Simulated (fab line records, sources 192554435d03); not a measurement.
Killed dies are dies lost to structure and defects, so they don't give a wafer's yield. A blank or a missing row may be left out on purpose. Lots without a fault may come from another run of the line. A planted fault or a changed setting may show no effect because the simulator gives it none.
Split-lot experiment | flow n5_finfet | 7 lots, 39 wafers read, on a route of 1938 steps

THE SPLIT
At N5_DUMMY_GATE_ETCH_37 (etches SOC in N2/H2, target depth 60 nm, overetch 30 nm), the setting source_w was moved away from the recipe's 840 W on 18 of the 39 wafers read, by -9.1% to +15.5%. The other wafers ran this setting at the recipe's value.

The reading is taken at the split's own step.

THE READING
rf_vpp_V, in V, at N5_DUMMY_GATE_ETCH_37 (etches SOC in N2/H2, target depth 60 nm, overetch 30 nm). Fault-free wafers of this fab line usually give 524.4 V, standard deviation 2.5 V.

wafer  | tool, chamber at the split | source_w as run, W | against the recipe | rf_vpp_V, V | against lot-mates on the recipe
L076.1 | rie_diel-05, 0             | 840                | recipe             | 526.6       | -
L076.2 | rie_diel-05, 2             | 840                | recipe             | 521.5       | -
L076.3 | rie_diel-05, 3             | 763.2              | -9.1%              | 538.5       | +15.0
L076.4 | rie_diel-05, 1             | 763.2              | -9.1%              | 543.4       | +19.9
L076.5 | rie_diel-05, 1             | 763.2              | -9.1%              | 541.4       | +17.9
L076.6 | rie_diel-05, 2             | 840                | recipe             | 522.4       | -
L077.1 | rie_diel-02, 0             | 840                | recipe             | 524.3       | -
L077.2 | rie_diel-02, 2             | 969.9              | +15.5%             | 502.1       | -21.4
L077.3 | rie_diel-02, 3             | 840                | recipe             | 520.0       | -
L077.4 | rie_diel-02, 1             | 840                | recipe             | 526.1       | -
L077.5 | rie_diel-02, 0             | 969.9              | +15.5%             | 500.4       | -23.1
L077.6 | rie_diel-02, 3             | 969.9              | +15.5%             | 494.9       | -28.6
L081.1 | rie_diel-05, 3             | 840                | recipe             | 521.7       | -
L081.2 | rie_diel-05, 2             | 934.5              | +11.3%             | 504.5       | -19.8
L081.3 | rie_diel-05, 1             | 934.5              | +11.3%             | 506.2       | -18.1
L081.4 | rie_diel-05, 0             | 840                | recipe             | 526.5       | -
L081.5 | rie_diel-05, 2             | 934.5              | +11.3%             | 502.9       | -21.4
L081.6 | rie_diel-05, 1             | 840                | recipe             | 524.8       | -
L083.1 | rie_diel-05, 0             | 880.5              | +4.8%              | 516.9       | -6.9
L083.2 | rie_diel-05, 1             | 840                | recipe             | 524.5       | -
L083.3 | rie_diel-05, 3             | 840                | recipe             | 521.9       | -
L083.4 | rie_diel-05, 2             | 880.5              | +4.8%              | 515.1       | -8.7
L083.5 | rie_diel-05, 3             | 880.5              | +4.8%              | 512.1       | -11.7
L083.6 | rie_diel-05, 0             | 840                | recipe             | 525.0       | -
L085.1 | rie_diel-05, 0             | 967.1              | +15.1%             | 501.8       | -22.5
L085.2 | rie_diel-05, 1             | 840                | recipe             | 526.2       | -
L085.3 | rie_diel-05, 2             | 840                | recipe             | 521.0       | -
L085.4 | rie_diel-05, 3             | 967.1              | +15.1%             | 497.6       | -26.7
L085.5 | rie_diel-05, 1             | 967.1              | +15.1%             | 501.0       | -23.3
L085.6 | rie_diel-05, 0             | 840                | recipe             | 525.8       | -
L090.1 | rie_diel-04, 1             | 892.1              | +6.2%              | 518.3       | -7.1
L090.2 | rie_diel-04, 0             | 892.1              | +6.2%              | 514.8       | -10.6
L090.3 | rie_diel-04, 3             | 840                | recipe             | 523.0       | -
L090.4 | rie_diel-04, 3             | 892.1              | +6.2%              | 513.2       | -12.2
L090.5 | rie_diel-04, 1             | 840                | recipe             | 528.0       | -
L090.6 | rie_diel-04, 0             | 840                | recipe             | 525.2       | -
L091.1 | rie_diel-05, 2             | 840                | recipe             | 522.0       | -
L091.2 | rie_diel-05, 0             | 840                | recipe             | 526.6       | -
L091.6 | rie_diel-05, 0             | 840                | recipe             | 526.6       | -

THE FIT
A straight line over all 39 wafers: rf_vpp_V changes by -1.68 V for each +1% of source_w; r = -0.98; the points scatter about the line by 2.4 V.
The same after taking each lot's own level away (the mean of its wafers on the recipe; 39 wafers): -1.68 V for each +1%; r = -0.98; scatter 2.4 V.
On that fit, the largest move of source_w shifts the reading by 26 V.
The lots' own levels span 523.47 to 525.40 V, that is 0.8 times the standard deviation above.
So the lot-to-lot level changes the slope little: the two slopes agree.
Check: with one of the wafers moved furthest among these (+15.5%) left out of the fit, the line predicts -26.2 V for it against its lot-mates. It came out at -21.4 V against them.
Tool readings at the split's step, against how far the setting was moved: rf_vpp_V r = -0.98.

OTHER SPLITS ON THESE WAFERS
These wafers also went through other splits before the reading. Each is held against what the fit with the lots' levels taken away leaves over:
other split on the same wafers     | wafers away from the commonest value | r with rf_vpp_V (lot level and that fit taken away)
N5_FIN_SAQP_HM_DEP_03 target_thk_a | 12                                   | +0.01
N5_DUMMY_GATE_EXPOSE_12 dose_mj    | 15                                   | -0.10

THE FILE'S OWN FIT
rf_vpp_V changes by -1.66 V for each +1% of source_w, r = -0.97.
